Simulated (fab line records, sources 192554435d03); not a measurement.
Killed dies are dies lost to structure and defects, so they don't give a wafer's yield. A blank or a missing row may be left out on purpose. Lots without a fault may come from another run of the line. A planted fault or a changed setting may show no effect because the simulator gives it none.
fab line records | flow n5_finfet
record lots=7 wafers=39
route steps=1938 shown DUMMY_GATE@248 HKMG_FIN@438 GATE_CUT@469 MOL_CONTACT_COAG@541
start_h: hours from the record's first day to the start of the lot's first wafer shown | wait_h: hours since the lot's step before | " the same as in the row above | L1.1+2: a row that stands for several wafers | - no value, or no start given | * or withheld: withheld | < > ~ a bound
route shown NAME@n: a module of which the file shows steps, and the number in the route of the first | usual: mean/standard deviation of fault-free wafers | same: alike in all rows | chamber/n: place in a boat | sites: the reading at each site | _std_site: their standard deviation | _edge_site: outer sites' mean less inner sites' | radius_mm: how far each site lies from the wafer's centre | mask NAME#n: copy n | behind: the tool/chamber that last shaped the wafer | hold: why the lot was held/for how many hours/how that ended | device: the transistor (n, p or np) that didn't switch | end of line: the same wafers' tests at the end of the route | a step without rows: its recipe alone | killed: dies lost to structure and defects at the first sort, not the wafer's yield | map: a wafer's dies, x killed, . not, _ none there
set.NAME: the setting as run; set.NAME@STEP: as run at that earlier step | model.NAME: the simulator's own value behind a step, which no gauge read
lots whose settings were changed on purpose; a table a step, a row a wafer
## steps
# step N5_DUMMY_GATE_ETCH_44
# recipe chemistry=HBr/O2 over_etch_frac=0.7 target_depth_a=1275 stop_on=SiO2 ion_energy_ev=60 bias_w=20 target=poly-Si mask_material=SiO2 pressure_mtorr=20 icp_w=400 HBr_flow_sccm=120 O2_flow_sccm=10
# usual oes_product_au=0.732/0.012
# columns lot.wafer tool chamber start_h wait_h set.target_depth_a oes_product_au
L074.1 rie_si-01 1 47.01 0.0 1431 0.685
L074.2 " 3 " " 1275 0.744
L074.3 " 2 " " 1431 0.702
L074.4 " 2 " " 1431 0.702
L074.5 " 3 " " 1275 0.750
L074.6 " 1 " " 1275 0.720
L079.1 rie_si-04 3 76.16 0.0 1275 0.724
L079.2 " 2 " " 1116 0.768
L079.3 " 1 " " 1116 0.784
L079.4 " 0 " " 1275 0.735
L079.5 " 1 " " 1275 0.741
L079.6 " 2 " " 1116 0.765
L083.1 rie_si-03 0 103.43 0.0 1440 0.691
L083.2 " 3 " " 1275 0.744
L083.3 " 1 " " 1275 0.742
L083.4 " 0 " " 1440 0.687
L083.5 " 3 " " 1440 0.695
L083.6 " 1 " " 1275 0.742
L084.1 rie_si-03 3 107.49 0.0 1275 0.737
L084.2 " 1 " " 1275 0.738
L084.3 " 0 " " 1275 0.729
L084.4 " 3 " " 1275 0.737
L084.5 " 1 " " 1275 0.740
L084.6 " 0 " " 1275 0.736
L085.2 rie_si-01 2 116.16 0.0 1275 0.735
L085.3 " 0 " " 1275 0.736
L085.5 " 3 " " 1275 0.756
L095.1 rie_si-01 2 178.13 0.0 1275 0.743
L095.2 " 0 " " 1137 0.765
L095.3 " 3 " " 1137 0.788
L095.4 " 1 " " 1275 0.727
L095.5 " 0 " " 1275 0.732
L095.6 " 3 " " 1137 0.798
L097.1 rie_si-01 3 190.05 0.0 1275 0.747
L097.2 " 2 " " 1275 0.737
L097.3 " 0 " " 1352 0.718
L097.4 " 1 " " 1352 0.707
L097.5 " 2 " " 1275 0.752
L097.6 " 1 " " 1352 0.698
# step N5_DUMMY_GATE_ETCH_42
# recipe chemistry=CHF3/O2 target=SiO2 target_depth_a=35 time_s=31 ion_energy_ev=30 bias_w=12 pressure_mtorr=30 source_w=600 Ar_flow_sccm=200 CHF3_flow_sccm=50 O2_flow_sccm=5
# usual rf_vpp_V=42.6/0.97
# columns lot.wafer tool chamber start_h wait_h set.bias_w rf_vpp_V
L074.1 rie_diel-05 3 47.17 0.0 9.769 37.3
L074.2 " 1 " " 9.769 37.4
L074.3 " 0 " " 12 43.3
L074.4 " 2 " " 12 43.0
L074.5 " 1 " " 12 42.7
L074.6 " 0 " " 9.769 36.1
L079.1 rie_diel-02 2 76.32 0.0 12 42.2
L079.2 " 1 " " 14.26 46.7
L079.3 " 3 " " 14.26 46.4
L079.4 " 0 " " 12 41.8
L079.5 " 0 " " 14.26 47.1
L079.6 " 1 " " 12 42.8
L083.1 rie_diel-02 2 103.59 0.0 12 43.5
L083.2 " 1 " " 10.69 39.5
L083.3 " 3 " " 12 44.6
L083.4 " 0 " " 10.69 37.5
L083.5 " 1 " " 10.69 39.1
L083.6 " 2 " " 12 43.6
L084.1 rie_diel-05 1 107.68 0.1 13.09 45.0
L084.2 " 0 " " 13.09 44.6
L084.3 " 3 " " 12 44.0
L084.4 " 2 " " 12 43.9
L084.5 " 3 " " 12 42.8
L084.6 " 0 " " 13.09 44.5
L085.2 rie_diel-05 2 116.32 0.0 12 41.6
L085.3 " 3 " " 12 42.3
L085.5 " 3 " " 12 44.1
L095.1 rie_diel-01 2 178.28 0.0 10.42 38.6
L095.2 " 3 " " 12 41.6
L095.3 " 0 " " 10.42 40.2
L095.4 " 1 " " 12 42.4
L095.5 " 1 " " 12 41.9
L095.6 " 0 " " 10.42 37.7
L097.1 rie_diel-01 2 190.22 0.1 11.22 42.3
L097.2 " 0 " " 12 41.4
L097.3 " 1 " " 12 43.4
L097.4 " 1 " " 11.22 40.2
L097.5 " 0 " " 12 43.0
L097.6 " 2 " " 11.22 41.4
# step N5_HKMG_FIN_ETCH_35
# recipe chemistry=N2/H2 target=SOC target_depth_a=2158 ion_energy_ev=65 bias_w=5 source_w=3000 time_s=243.4 pressure_mtorr=30 n2_flow_sccm=200 h2_flow_sccm=200
# columns lot.wafer tool chamber start_h wait_h set.time_s model.HKMG_FIN.feature_depth_nm model.etch.depth_nm model.SOC_of_HKMG_FIN_COAT_29.thk_nm
L074.1 rie_diel-06 0 73.98 0.0 243.4 215.2 215.1 87
L074.2 " 3 " " 274.2 242.8 242.8 57.8
L074.3 " 1 " " 274.2 250.6 250.6 50.6
L074.4 " 2 " " 243.4 218 218 83.6
L074.5 " 0 " " 274.2 242.4 242.4 59
L074.6 " 1 " " 243.4 224 224 77.2
L079.1 rie_diel-03 3 105.50 0.0 279 244.2 244.3 55.8
L079.2 " 1 " " 279 235 234.9 65.8
L079.3 " 0 " " 279 246.8 246.8 52.8
L079.4 " 0 " " 243.4 215 215.1 85
L079.5 " 1 " " 243.4 206 205.9 94.6
L079.6 " 3 " " 243.4 212 211.9 88.8
L083.1 rie_diel-03 0 131.71 0.0 243.4 214.6 214.5 86.4
L083.2 " 3 " " 272 234.8 234.7 64
L083.3 " 2 " " 272 237.2 237.3 62.4
L083.4 " 1 " " 243.4 205.6 205.6 94
L083.5 " 1 " " 272 227 227 72.8
L083.6 " 2 " " 243.4 213 213.1 86.4
L084.1 rie_diel-06 2 135.47 0.0 218.9 193.8 193.8 108.4
L084.2 " 3 " " 218.9 192 192.1 110.2
L084.3 " 0 " " 243.4 209.4 209.4 91.4
L084.4 " 1 " " 243.4 219 219.1 82
L084.5 " 1 " " 218.9 197.4 197.3 104.8
L084.6 " 0 " " 243.4 212.6 212.5 88.6
L085.2 rie_diel-06 3 142.96 0.0 243.4 211.6 211.6 88.4
L085.3 " 1 " " 243.4 217.6 217.6 82.2
L085.5 " 2 " " 243.4 214.4 214.4 85.8
L095.1 rie_diel-03 1 205.74 0.0 298 253 253 49.2
L095.2 " 3 " " 243.4 219.4 219.3 82.2
L095.3 " 0 " " 243.4 214.8 214.8 86.6
L095.4 " 2 " " 243.4 215.2 215.3 87.2
L095.5 " 2 " " 298 261.2 261.3 40
L095.6 " 1 " " 298 252.6 252.5 49.6
L097.1 rie_diel-06 3 218.90 0.0 195.8 171.4 171.3 130.4
L097.2 " 0 " " 243.4 211.2 211.3 89.8
L097.3 " 1 " " 243.4 219.4 219.5 79.8
L097.4 " 2 " " 243.4 213.8 213.9 87.2
L097.5 " 2 " " 195.8 173 173 127
L097.6 " 1 " " 195.8 175.4 175.4 125.2
# step N5_GATE_CUT_ETCH_58
# recipe chemistry=CH3F/O2 target=SiNx target_depth_a=170 time_s=128.6 ion_energy_ev=50 pressure_mtorr=30 source_w=415 bias_w=21 Ar_flow_sccm=150 CH3F_flow_sccm=30 O2_flow_sccm=20
# columns lot.wafer tool chamber start_h wait_h set.target_depth_a model.etch.depth_nm
L074.1 rie_diel-01 0 78.38 0.0 170 16.73
L074.2+3 " 2,3 " " 170 17.13
L074.4 " 1 " " 149.6 14.72
L074.5 " 3 " " 149.6 15.06
L074.6 " 2 " " 149.6 15.1
L079.1 rie_diel-02 0 110.19 0.1 170 17.43
L079.2 " 2 " " 170 17.02
L079.3 " 3 " " 159.4 16.19
L079.4 " 1 " " 159.4 16.32
L079.5 " 0 " " 159.4 16.14
L079.6 " 3 " " 170 17.19
L083.1 rie_diel-02 1 136.34 0.0 170 17.24
L083.2 " 2 " " 170 16.96
L083.3 " 3 " " 170 17.2
L083.4 " 0 " " 170 17.22
L083.5 " 3 " " 170 17.09
L083.6 " 2 " " 170 17.16
L084.1 rie_diel-05 2 140.31 0.0 170 17.09
L084.2 " 3 " " 186.3 18.6
L084.3 " 1 " " 170 17.26
L084.4 " 0 " " 170 17.51
L084.5 " 0 " " 186.3 19.06
L084.6 " 1 " " 186.3 18.64
L085.2 rie_diel-02 3 148.30 0.1 170 17.12
L085.3 " 1 " " 170 17.3
L085.5 " 0 " " 170 17.17
L095.1 rie_diel-05 2 210.17 0.0 170 17.05
L095.2 " 3 " " 170 16.77
L095.3+6 " 1 " " 170 16.93
L095.4 " 0 " " 170 17.33
L095.5 " 0 " " 170 17.27
L097.1 rie_diel-01 3 223.59 0.1 170 16.77
L097.2 " 1 " " 170 16.58
L097.3 " 2 " " 155.4 15.22
L097.4 " 0 " " 170 16.98
L097.5 " 1 " " 155.4 15.07
L097.6 " 0 " " 155.4 15.63
# step N5_GATE_CUT_ALD_22
# recipe material=SiNx target_thk_a=160 temp_c=400 ald_precursor_family=SiH2I2 ald_co_reactant=N2/H2-plasma pulse_time_s=1 ald_cycles=320 purge_time_s=2 co_reactant_purge_time_s=2 pressure_torr=2
# columns lot.wafer tool chamber start_h wait_h set.ald_cycles model.SiNx_of_GATE_CUT_ALD_22.thk_nm
L074.1+2+5 ald_sin-04 3,1,1 82.60 0.0 349 17.4
L074.3 " 0 " " 320 15.8
L074.4+6 " 2,0 " " 320 16
L079.1+2+5 ald_sin-01 1,0,0 115.04 0.0 320 16
L079.3+4+6 " 2,3,3 " " 301 15
L083.1+3 ald_sin-01 2,3 142.25 1.1 277 13.8
L083.2 " 0 " " 277 14
L083.4+5+6 " 1,3,2 " " 320 16
L084.1+2+3+4+5+6 ald_sin-01 2,1,0,3,1,0 144.85 0.0 320 16
L085.2+3+5 ald_sin-03 0,3,3 152.61 0.0 320 16
L095.1+4+6 ald_sin-03 3,0,2 214.60 0.0 357 17.8
L095.2+3+5 " 2,1,3 " " 320 16
L097.1+2+3 ald_sin-04 1,2,0 228.19 0.0 340 17
L097.4+5+6 " 3,3,2 " " 320 16
# step N5_MOL_CONTACT_COAG_IMPLANT_129
# recipe species=Ge energy_kev=3 dose_cm2=6e+14 tilt_deg=0 rotation_deg=0
# columns lot.wafer tool chamber start_h wait_h set.energy_kev model.implant.rp_nm model.implant.drp_nm
L074.1+5+6 implanter-02 0 85.97 0.0 3.923 7.385 2.521
L074.2+3+4 " 0 " " 3 6.346 2.134
L079.1+2+4 implanter-02 0 118.86 0.0 3 6.132 2.134
L079.3+5+6 " 0 " " 2.479 5.519 1.896
L083.1+5+6 implanter-01 0 145.95 0.0 3 6.134 2.134
L083.2+3+4 " 0 " " 2.211 5.188 1.768
L084.1+5+6 implanter-02 0 148.35 0.0 3 5.976 2.134
L084.2+3+4 " 0 " " 3.788 6.816 2.467
L085.2+3+5 implanter-01 0 156.24 0.1 3 6.152 2.134
L095.1+2+4 implanter-02 0 218.11 0.0 2.402 5.336 1.86
L095.3+5+6 " 0 " " 3 6.032 2.134
L097.1+2+3+4+5+6 implanter-02 0 232.02 0.0 3 6.041 2.134
## key
split step=N5_DUMMY_GATE_ETCH_44 setting=target_depth_a stated=1275 by=wafer
response step=N5_DUMMY_GATE_ETCH_44 reading=oes_product_au change=-0.00387 per=1% r=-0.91
split step=N5_DUMMY_GATE_ETCH_42 setting=bias_w stated=12 by=wafer
response step=N5_DUMMY_GATE_ETCH_42 reading=rf_vpp_V change=+0.281 per=1% r=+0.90
split step=N5_HKMG_FIN_ETCH_35 setting=time_s stated=243.4 by=wafer
response step=N5_HKMG_FIN_ETCH_35 reading=model.HKMG_FIN.feature_depth_nm change=+1.95 per=1% r=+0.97
response step=N5_HKMG_FIN_ETCH_35 reading=model.etch.depth_nm change=+1.95 per=1% r=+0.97
response step=N5_HKMG_FIN_ETCH_35 reading=model.SOC_of_HKMG_FIN_COAT_29.thk_nm change=-1.98 per=1% r=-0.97
split step=N5_GATE_CUT_ETCH_58 setting=target_depth_a stated=170 by=wafer
response step=N5_GATE_CUT_ETCH_58 reading=model.etch.depth_nm change=+0.165 per=1% r=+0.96
split step=N5_GATE_CUT_ALD_22 setting=ald_cycles stated=320 by=wafer
response step=N5_GATE_CUT_ALD_22 reading=model.SiNx_of_GATE_CUT_ALD_22.thk_nm change=+0.159 per=1% r=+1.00
split step=N5_MOL_CONTACT_COAG_IMPLANT_129 setting=energy_kev stated=3 by=wafer
response step=N5_MOL_CONTACT_COAG_IMPLANT_129 reading=model.implant.rp_nm change=+0.0342 per=1% r=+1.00
response step=N5_MOL_CONTACT_COAG_IMPLANT_129 reading=model.implant.drp_nm change=+0.0132 per=1% r=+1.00
